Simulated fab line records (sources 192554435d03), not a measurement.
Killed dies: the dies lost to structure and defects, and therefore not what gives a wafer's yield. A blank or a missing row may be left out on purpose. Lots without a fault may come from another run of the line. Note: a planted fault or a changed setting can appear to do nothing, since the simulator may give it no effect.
Split-lot study ; flow n5 finfet ; 39 wafers read across 7 lots, on a route 1938 steps long

== ABOUT THE SPLIT ==
At N5_HKMG_FIN_ETCH_32 (etches SOC in N2/H2, target depth 240 nm, time 300 s), the setting bias w was moved away from the recipe's 150 W on 15 of the 39 wafers read, by -16.3% to +14.9%. For the rest of the wafers, this setting stayed at what the recipe calls for.

The reading is taken at the split's own step.

== THE READING ==
rf vpp V, in V, at N5_HKMG_FIN_ETCH_32 (etches SOC in N2/H2, target depth 240 nm, time 300 s). Fault-free wafers of this fab line usually give 524.4 V, standard deviation 1.9 V.

wafer;tool, chamber at the split;bias w as run, W;against the recipe;rf vpp V, V;against lot-mates on the recipe
L074.1;rie diel-01, 1;150;recipe;524.9;-
L074.2;rie diel-01, 3;172;+14.7%;573.2;+48.0
L074.3;rie diel-01, 2;150;recipe;525.7;-
L074.4;rie diel-01, 0;150;recipe;525.1;-
L074.5;rie diel-01, 0;172;+14.7%;573.8;+48.6
L074.6;rie diel-01, 3;172;+14.7%;574.7;+49.5
L076.1;rie diel-06, 3;150;recipe;525.3;-
L076.2;rie diel-06, 1;150;recipe;521.4;-
L076.3;rie diel-06, 0;125.5;-16.3%;468.4;-56.2
L076.4;rie diel-06, 2;150;recipe;527.1;-
L076.5;rie diel-06, 2;125.5;-16.3%;471.1;-53.5
L076.6;rie diel-06, 1;125.5;-16.3%;465.4;-59.2
L078.1;rie diel-01, 1;150;recipe;525.5;-
L078.2;rie diel-01, 3;150;recipe;525.7;-
L078.3;rie diel-01, 0;172.4;+14.9%;573.1;+47.9
L078.4;rie diel-01, 3;172.4;+14.9%;573.9;+48.7
L078.5;rie diel-01, 0;172.4;+14.9%;573.2;+48.0
L078.6;rie diel-01, 1;150;recipe;524.3;-
L080.1;rie diel-05, 1;150;recipe;521.9;-
L080.2;rie diel-05, 2;137.7;-8.2%;494.6;-28.7
L080.3;rie diel-05, 3;150;recipe;525.9;-
L080.4;rie diel-05, 0;137.7;-8.2%;497.1;-26.2
L080.5;rie diel-05, 0;137.7;-8.2%;496.6;-26.7
L080.6;rie diel-05, 1;150;recipe;522.2;-
L082.3;rie diel-05, 1;150;recipe;523.3;-
L082.4;rie diel-05, 2;150;recipe;521.1;-
L082.6;rie diel-05, 1;150;recipe;521.8;-
L093.1;rie diel-01, 3;150;recipe;526.0;-
L093.2;rie diel-01, 1;150;recipe;524.2;-
L093.3;rie diel-01, 2;150;recipe;525.0;-
L093.4;rie diel-01, 0;150;recipe;525.4;-
L093.5;rie diel-01, 0;150;recipe;525.0;-
L093.6;rie diel-01, 3;150;recipe;525.3;-
L094.1;rie diel-06, 1;150;recipe;520.4;-
L094.2;rie diel-06, 3;150;recipe;525.7;-
L094.3;rie diel-06, 0;128.8;-14.1%;475.9;-48.5
L094.4;rie diel-06, 2;150;recipe;527.0;-
L094.5;rie diel-06, 2;128.8;-14.1%;479.4;-45.0
L094.6;rie diel-06, 1;128.8;-14.1%;472.6;-51.8

THE FIT
A straight line over all 39 wafers: rf vpp V changes by +3.38 V for each +1% of bias w; r = +1.00; the points scatter about the line by 1.9 V.
The same after taking each lot's own level away (the mean of its wafers on the recipe; 39 wafers): +3.35 V for each +1%; r = +1.00; scatter 1.8 V.
According to that fit, moving bias w by its largest amount changes the reading by 55 V.
From 522.07 to 525.23 V: that is the span of the lots' own levels, equal to 1.7 times the standard deviation above.
The two slopes are in agreement: the lot-to-lot level therefore moves the slope only a little.
Check: for one of the wafers moved furthest among these (-16.3%), held out of the fit, the line's prediction against its lot-mates is -55 V. It came out at -56.2 V against them.
Tool readings at the split's step, against how far the setting was moved: rf vpp V r = +1.00.

== OTHER SPLITS APPLIED TO THESE WAFERS ==
These wafers also went through other splits before the reading. Each is held against what the fit with the lots' levels taken away leaves over:
other split on the same wafers;wafers away from the commonest value;r with rf vpp V (lot level and that fit taken away)
N5_FIN_SAQP_ALD_61 temp c;9;+0.22
N5_FIN_SAQP_HM_DEP_03 target thk a;9;+0.10
N5_SPACER0_ALD_00 ald cycles;9;-0.11

== THE WHOLE CHAIN: every reading that the file lists as answering this split, in the file's order ==
step;what it does;reading;change (the file's fit);r (the file's)
N5_HKMG_FIN_ETCH_32;etches SOC in N2/H2, target depth 240 nm, time 300 s;rf vpp V;+3.36 V for each +1% of the setting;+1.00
N5_HKMG_FIN_ETCH_32;etches SOC in N2/H2, target depth 240 nm, time 300 s;SiARC_of_HKMG_FIN_COAT_30.thk nm (the simulator's own value, which no gauge read);-0.176 nm for each +1% of the setting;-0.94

== FILE'S OWN FIT ==
rf vpp V changes by +3.36 V for each +1% of bias w, r = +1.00.
